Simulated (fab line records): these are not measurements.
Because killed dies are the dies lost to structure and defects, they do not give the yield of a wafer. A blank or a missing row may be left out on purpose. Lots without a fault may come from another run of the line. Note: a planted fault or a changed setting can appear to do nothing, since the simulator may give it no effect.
A struck lot beside a sound one | flow nand harc | 14 steps out of a route of 1159
Sound: these wafers, L561.2, L561.3, L561.4. Struck: wafers L575.1, L575.2, L575.3. The cause comes at the end.
For every step that has rows: the tool of each side, followed by ch and its chambers, followed by its first start. Under that, the readings that differ: sound wafers | struck wafers | difference of the means | sigmas: that difference in standard deviations of wafers without a fault.
alike: readings whose means differ by less than 2 such deviations, and words and numbers that are the same on both sides. not compared: withheld readings, readings that some wafer has no value for, bounds like >300 that may hide the same value, and numbers for which the record gives no deviation and whose values overlap.
Wherever a step has rows on one side only, a row that says differs or no value, or a row with sigmas, the two part there. Non-overlapping numbers with no deviation appear without sigmas and do not part them. A reading missing from all wafers of one side parts the sides only when that side holds two or more wafers.

NHARC_A_ZERO_WELL_INSPECT_17:
  sound on defect inspect-02 at day 7 04:43; struck on defect inspect-02 at day 10 08:22
  alike: raw defect count
then, 3 steps without rows for these wafers: NHARC_A_SOURCE_PLATE_PRECLEAN_00 (cleans in HF-LAST, time 60 s); NHARC_A_SOURCE_PLATE_SRD_01; NHARC_A_SOURCE_PLATE_OXIDE_02 (material SiO2, target thk 10 nm, ox time 1362 s).
NHARC_A_SOURCE_PLATE_THK_MEAS_09: measures by ellipsometry.
  sound on film metro-01 at day 7 11:52; struck on film metro-01 at day 10 15:30
  alike: thk nm
then, 3 steps without rows for these wafers: NHARC_A_SOURCE_PLATE_PVD_04 (deposits WSi2, target thk 50 nm); NHARC_A_SOURCE_PLATE_CVD_03 (deposits poly-Si, target thk 200 nm, time 4000 s); NHARC_A_SOURCE_PLATE_ANNEAL_05 (time 1800 s).
NHARC_A_SOURCE_PLATE_THK_MEAS_06: measures by ellipsometry.
  sound on film metro-02 at day 8 08:38; struck on film metro-01 at day 11 04:44
  alike: thk nm
NHARC_A_SOURCE_PLATE_INSPECT_08:
  sound on defect inspect-01 at day 8 08:43; struck on defect inspect-01 at day 11 04:47
  alike: raw defect count
NHARC_A_ONON_D1_DEP_00: target thk 1000 nm.
  sound on pecvd onon-02 ch 0, day 8 08:50; struck on pecvd onon-02 ch 0, day 11 04:52
NHARC_A_ONON_D1_THK_MEAS_02: measures by ellipsometry.
  sound on film metro-01 at day 8 09:17; struck on film metro-02 at day 11 05:22
  reading     | sound       | struck         | difference | sigmas
  thk nm (nm) | 992 992 991 | 1711 1714 1711 | +720       | +74
after that, 1 step with no rows for these wafers: NHARC_A_ONON_D1_DEP_03 (target thk 1000 nm).
-- the record jumps here: 12 days lie between the struck wafers' starts before and after (it left off in module A_ONON_D1 and takes up again in module END, whose first step shown is number 1159 of the route) --
NHARC_END_SORT_01:
  here the record holds rows for the struck wafers (prober-01 ch 0, day 22 19:13) but none for the sound ones

## WHERE THEY PART
At NHARC_A_ONON_D1_THK_MEAS_02 first; at NHARC_END_SORT_01 last (within this record only).

WHY: whatever the simulator had introduced
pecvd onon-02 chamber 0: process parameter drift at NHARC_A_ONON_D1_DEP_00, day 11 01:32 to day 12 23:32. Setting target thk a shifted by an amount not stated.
